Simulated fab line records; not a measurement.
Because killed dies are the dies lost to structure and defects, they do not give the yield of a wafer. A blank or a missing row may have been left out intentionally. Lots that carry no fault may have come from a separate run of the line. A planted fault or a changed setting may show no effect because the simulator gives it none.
Chamber matching / flow n5_finfet / 4 sister chambers for N5_GATE_CUT_STRIP_41 on rie_diel-04
The step strips in CF4. 8 wafers are shown with their chamber, then 7 later ones without.

WAFERS PAIRED WITH THEIR CHAMBERS
wafer=L076.5; chamber=2; showerhead_plenum_p_Torr (Torr)=1.87; drypump_motor_current_A (A)=5.5
wafer=L082.2; chamber=1; showerhead_plenum_p_Torr (Torr)=1.73; drypump_motor_current_A (A)=6.6
wafer=L082.5; chamber=3; showerhead_plenum_p_Torr (Torr)=1.70; drypump_motor_current_A (A)=5.6
wafer=L084.1; chamber=1; showerhead_plenum_p_Torr (Torr)=1.73; drypump_motor_current_A (A)=6.6
wafer=L084.4; chamber=0; showerhead_plenum_p_Torr (Torr)=1.79; drypump_motor_current_A (A)=6.1
wafer=L084.5; chamber=3; showerhead_plenum_p_Torr (Torr)=1.70; drypump_motor_current_A (A)=5.7
wafer=L092.1; chamber=0; showerhead_plenum_p_Torr (Torr)=1.78; drypump_motor_current_A (A)=6.1
wafer=L092.4; chamber=2; showerhead_plenum_p_Torr (Torr)=1.87; drypump_motor_current_A (A)=5.5

WAFERS MISSING THEIR CHAMBER
wafer=L092.5; showerhead_plenum_p_Torr (Torr)=1.78; drypump_motor_current_A (A)=6.1
wafer=L093.1; showerhead_plenum_p_Torr (Torr)=1.70; drypump_motor_current_A (A)=5.6
wafer=L093.4; showerhead_plenum_p_Torr (Torr)=1.73; drypump_motor_current_A (A)=6.6
wafer=L093.6; showerhead_plenum_p_Torr (Torr)=1.87; drypump_motor_current_A (A)=5.5
wafer=L096.1; showerhead_plenum_p_Torr (Torr)=1.73; drypump_motor_current_A (A)=6.6
wafer=L096.3; showerhead_plenum_p_Torr (Torr)=1.86; drypump_motor_current_A (A)=5.5
wafer=L096.5; showerhead_plenum_p_Torr (Torr)=1.78; drypump_motor_current_A (A)=6.1

WHICH CHAMBER EACH WENT THROUGH
wafer=L092.5; from the rows above=0; in truth=0
wafer=L093.1; from the rows above=3; in truth=3
wafer=L093.4; from the rows above=1; in truth=1
wafer=L093.6; from the rows above=2; in truth=2
wafer=L096.1; from the rows above=1; in truth=1
wafer=L096.3; from the rows above=2; in truth=2
wafer=L096.5; from the rows above=0; in truth=0
Placed correctly: 7 of 7. Not placeable from these rows: 0. Number placed wrongly: 0.
How it was worked out, from the rows above alone: a wafer's distance from a chamber is the root of the sum, over the readings, of the square of ((its reading less the chamber's mean) divided by the reading's scatter). The wafer belongs to the nearest chamber; if the next one is less than 2 further off, it can't be placed. A chamber's mean is the mean of its shown wafers. The scatter: the root of (the sum of the squares of (reading less its chamber's mean) over the shown wafers, divided by (wafers less chambers)).
